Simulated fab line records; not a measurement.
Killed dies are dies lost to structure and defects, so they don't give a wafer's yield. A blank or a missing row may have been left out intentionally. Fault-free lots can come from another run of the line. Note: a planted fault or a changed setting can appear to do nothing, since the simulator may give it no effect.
Chamber matching / flow n5-finfet / N5_BEOL_M7_ETCH_65 on rie-diel-05: 4 sister chambers
The step etches SiARC in CF4, target depth 15.6 nm, time 26 s. 20 wafers are shown with their chamber, then 10 later ones without.

WAFERS, EACH WITH ITS CHAMBER
wafer=L074.2; chamber=2; showerhead-plenum-p-Torr (Torr)=2.25; drypump-motor-current-A (A)=5.4; rf-vpp-V (V)=185.9
wafer=L074.3; chamber=0; showerhead-plenum-p-Torr (Torr)=2.09; drypump-motor-current-A (A)=6.3; rf-vpp-V (V)=181.9
wafer=L074.4; chamber=1; showerhead-plenum-p-Torr (Torr)=2.26; drypump-motor-current-A (A)=5.3; rf-vpp-V (V)=184.9
wafer=L077.3; chamber=1; showerhead-plenum-p-Torr (Torr)=2.26; drypump-motor-current-A (A)=5.3; rf-vpp-V (V)=184.7
wafer=L077.5; chamber=1; showerhead-plenum-p-Torr (Torr)=2.26; drypump-motor-current-A (A)=5.3; rf-vpp-V (V)=185.1
wafer=L077.6; chamber=0; showerhead-plenum-p-Torr (Torr)=2.09; drypump-motor-current-A (A)=6.3; rf-vpp-V (V)=183.2
wafer=L078.1; chamber=2; showerhead-plenum-p-Torr (Torr)=2.24; drypump-motor-current-A (A)=5.4; rf-vpp-V (V)=184.8
wafer=L078.4; chamber=0; showerhead-plenum-p-Torr (Torr)=2.09; drypump-motor-current-A (A)=6.3; rf-vpp-V (V)=183.9
wafer=L078.5; chamber=3; showerhead-plenum-p-Torr (Torr)=2.12; drypump-motor-current-A (A)=5.4; rf-vpp-V (V)=183.3
wafer=L080.2; chamber=3; showerhead-plenum-p-Torr (Torr)=2.11; drypump-motor-current-A (A)=5.4; rf-vpp-V (V)=183.0
wafer=L080.5; chamber=2; showerhead-plenum-p-Torr (Torr)=2.24; drypump-motor-current-A (A)=5.4; rf-vpp-V (V)=186.1
wafer=L080.6; chamber=1; showerhead-plenum-p-Torr (Torr)=2.25; drypump-motor-current-A (A)=5.3; rf-vpp-V (V)=185.4
wafer=L088.2; chamber=2; showerhead-plenum-p-Torr (Torr)=2.24; drypump-motor-current-A (A)=5.4; rf-vpp-V (V)=185.1
wafer=L088.3; chamber=1; showerhead-plenum-p-Torr (Torr)=2.25; drypump-motor-current-A (A)=5.3; rf-vpp-V (V)=184.7
wafer=L088.5; chamber=1; showerhead-plenum-p-Torr (Torr)=2.25; drypump-motor-current-A (A)=5.3; rf-vpp-V (V)=186.0
wafer=L090.1; chamber=1; showerhead-plenum-p-Torr (Torr)=2.25; drypump-motor-current-A (A)=5.4; rf-vpp-V (V)=184.6
wafer=L090.2; chamber=2; showerhead-plenum-p-Torr (Torr)=2.24; drypump-motor-current-A (A)=5.4; rf-vpp-V (V)=185.7
wafer=L090.3; chamber=0; showerhead-plenum-p-Torr (Torr)=2.08; drypump-motor-current-A (A)=6.3; rf-vpp-V (V)=183.3
wafer=L092.4; chamber=3; showerhead-plenum-p-Torr (Torr)=2.11; drypump-motor-current-A (A)=5.3; rf-vpp-V (V)=182.0
wafer=L092.5; chamber=0; showerhead-plenum-p-Torr (Torr)=2.08; drypump-motor-current-A (A)=6.4; rf-vpp-V (V)=184.2

SIGNATURES (averages over the wafers above)
reading=showerhead-plenum-p-Torr; chamber 0=2.0860; chamber 1=2.2543; chamber 2=2.2420; chamber 3=2.1133; scatter within a chamber=0.00523
reading=drypump-motor-current-A; chamber 0=6.320; chamber 1=5.314; chamber 2=5.400; chamber 3=5.367; scatter within a chamber=0.0381
reading=rf-vpp-V; chamber 0=183.300; chamber 1=185.057; chamber 2=185.520; chamber 3=182.767; scatter within a chamber=0.651
Rule: for a wafer and a chamber, the distance is found by dividing, reading by reading, the gap between the wafer's reading and the chamber's mean by the reading's scatter, squaring, summing and taking the root. The wafer belongs to the nearest chamber; if the next one is less than 2 further off, it can't be placed. How the scatter is found: for the shown wafers, subtract from each reading the mean of its chamber, square and add these, divide the total by (wafers less chambers), then take the root.

WAFERS WITHOUT THEIR CHAMBER
wafer=L092.6; showerhead-plenum-p-Torr (Torr)=2.11; drypump-motor-current-A (A)=5.3; rf-vpp-V (V)=183.4
wafer=L093.1; showerhead-plenum-p-Torr (Torr)=2.24; drypump-motor-current-A (A)=5.3; rf-vpp-V (V)=186.0
wafer=L093.4; showerhead-plenum-p-Torr (Torr)=2.08; drypump-motor-current-A (A)=6.3; rf-vpp-V (V)=182.9
wafer=L093.6; showerhead-plenum-p-Torr (Torr)=2.23; drypump-motor-current-A (A)=5.4; rf-vpp-V (V)=186.9
wafer=L096.1; showerhead-plenum-p-Torr (Torr)=2.11; drypump-motor-current-A (A)=5.3; rf-vpp-V (V)=183.6
wafer=L096.3; showerhead-plenum-p-Torr (Torr)=2.07; drypump-motor-current-A (A)=6.3; rf-vpp-V (V)=183.6
wafer=L096.4; showerhead-plenum-p-Torr (Torr)=2.23; drypump-motor-current-A (A)=5.4; rf-vpp-V (V)=184.9
wafer=L097.1; showerhead-plenum-p-Torr (Torr)=2.11; drypump-motor-current-A (A)=5.3; rf-vpp-V (V)=184.3
wafer=L097.3; showerhead-plenum-p-Torr (Torr)=2.24; drypump-motor-current-A (A)=5.3; rf-vpp-V (V)=186.1
wafer=L097.6; showerhead-plenum-p-Torr (Torr)=2.23; drypump-motor-current-A (A)=5.4; rf-vpp-V (V)=184.3

CHAMBER TAKEN BY EACH
wafer=L092.6; from the rows above=3; in truth=3
wafer=L093.1; from the rows above=can't be placed: 2 or 1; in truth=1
wafer=L093.4; from the rows above=0; in truth=0
wafer=L093.6; from the rows above=2; in truth=2
wafer=L096.1; from the rows above=3; in truth=3
wafer=L096.3; from the rows above=0; in truth=0
wafer=L096.4; from the rows above=2; in truth=2
wafer=L097.1; from the rows above=3; in truth=3
wafer=L097.3; from the rows above=can't be placed: 2 or 1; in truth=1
wafer=L097.6; from the rows above=2; in truth=2
8 of 10 placed correctly. Not placeable from these rows: 2 (in 2, the candidates include the true chamber). Placed wrongly: 0.
